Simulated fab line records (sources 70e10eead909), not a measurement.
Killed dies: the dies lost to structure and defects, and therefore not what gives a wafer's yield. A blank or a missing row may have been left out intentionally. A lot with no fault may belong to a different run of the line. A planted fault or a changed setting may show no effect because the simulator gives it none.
Problem report, 8D (eight disciplines) form, completed by code | flow nand-harc | the parts of the form that need people (team, actions taken, sign-off) are left out

## 1. PROBLEM STATEMENT
Mean of run-length-s at NHARC_A_CHANNEL_HOLE_D1_ETCH_38: 72.2 s across 3 wafers in 3 lots; on wafers with no fault it is 86.4 s (standard deviation 0.5). That puts it -28 standard deviations away from the usual mean.
The step: etches the open film in CF4, target depth 39 nm, time 65 s.
The first sign was on wafer L157.6 at day 11 12:48, on rie-diel-09. At this step, 37 wafers from 13 lots have a number in the record. Rule for "out" (also "out of limits"): further than 4 standard deviations from the usual mean. The other wafers with a number count as sound.

## 2. WHAT IT IS; WHAT IT IS NOT
question                    | is                     | is not
which readings at this step | run-length-s           | drypump-motor-current-A, oes-product-au, rf-vpp-V, showerhead-plenum-p-Torr
which lots                  | L157, L160, L161       | L152, L154, L162, L163, L164, L167, L168, L170, L172, L173
which wafers of those lots  | L157.6, L160.1, L161.6 | L157.4, L157.5, L160.2, L161.4
read on which tools         | rie-diel-09            | rie-diel-03, rie-diel-13
when                        | from day 11 12:48      | up to then (8 sound wafers); but 26 sound wafers of L160, L161, L162, L163, L164, L167, L168, L170, L172, L173 came after

## 3. WHAT RULES OUT EACH SUSPECT
Counting: if a tool at a process step up to the reading ran every lot that is out, it stays a suspect. Sound lots after the first of them don't rule it out here, since some wafers of a struck lot are sound.
- rie-diel-09 at NHARC_A_CHANNEL_HOLE_D1_DESCUM_15 (chemistry O2, time 3 s): kept. Every lot that is out went through it, the first being L157 (day 11 12:43); the last sound lot it ran before that was L152 (day 9 08:37).
- rie-diel-09 at NHARC_A_CHANNEL_HOLE_D1_ETCH_38 (etches the open film in CF4, target depth 39 nm, time 65 s): kept. Every lot that is out went through it, the first being L157 (day 11 12:48); the last sound lot it ran before that was L152 (day 9 08:42). Its own readings are out on those wafers: run-length-s.
Remaining after the count are rie-diel-09 at NHARC_A_CHANNEL_HOLE_D1_DESCUM_15 and rie-diel-09 at NHARC_A_CHANNEL_HOLE_D1_ETCH_38.

## 4. THE CAUSE (what the simulator had put in)
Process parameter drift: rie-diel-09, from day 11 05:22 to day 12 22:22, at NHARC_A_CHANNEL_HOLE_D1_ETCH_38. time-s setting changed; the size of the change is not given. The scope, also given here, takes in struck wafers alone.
Of the 2 suspects that counting leaves, this tool is one.

## 5. SEQUENCE OF EFFECTS, ordered by route
Each row: a reading where the mean over the struck wafers with a number is more than 3 standard deviations away from the usual. Only readings whose record carries a usual standard deviation are examined. hours: median over the lots of the time between each lot's start at the first step of this table that gives one and its start at this step. sigmas: the change, counted in usual standard deviations.
hours | step                            | reading      | usual  | on struck wafers | change | sigmas
0     | NHARC_A_CHANNEL_HOLE_D1_ETCH_38 | run-length-s | 86.4 s | 72.2             | -14.2  | -28
The process steps in it:
- NHARC_A_CHANNEL_HOLE_D1_ETCH_38: etches the open film in CF4, target depth 39 nm, time 65 s.
At these later measuring or inspecting steps, every struck wafer for which the step has a row has a number for every such reading, and none has moved that far: NHARC_END_SORT_01.

## 6. WHAT WOULD HAVE CAUGHT IT SOONER
In this record no reading fell out of limits until day 11 12:48, 7 hours after the fault had begun at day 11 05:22.
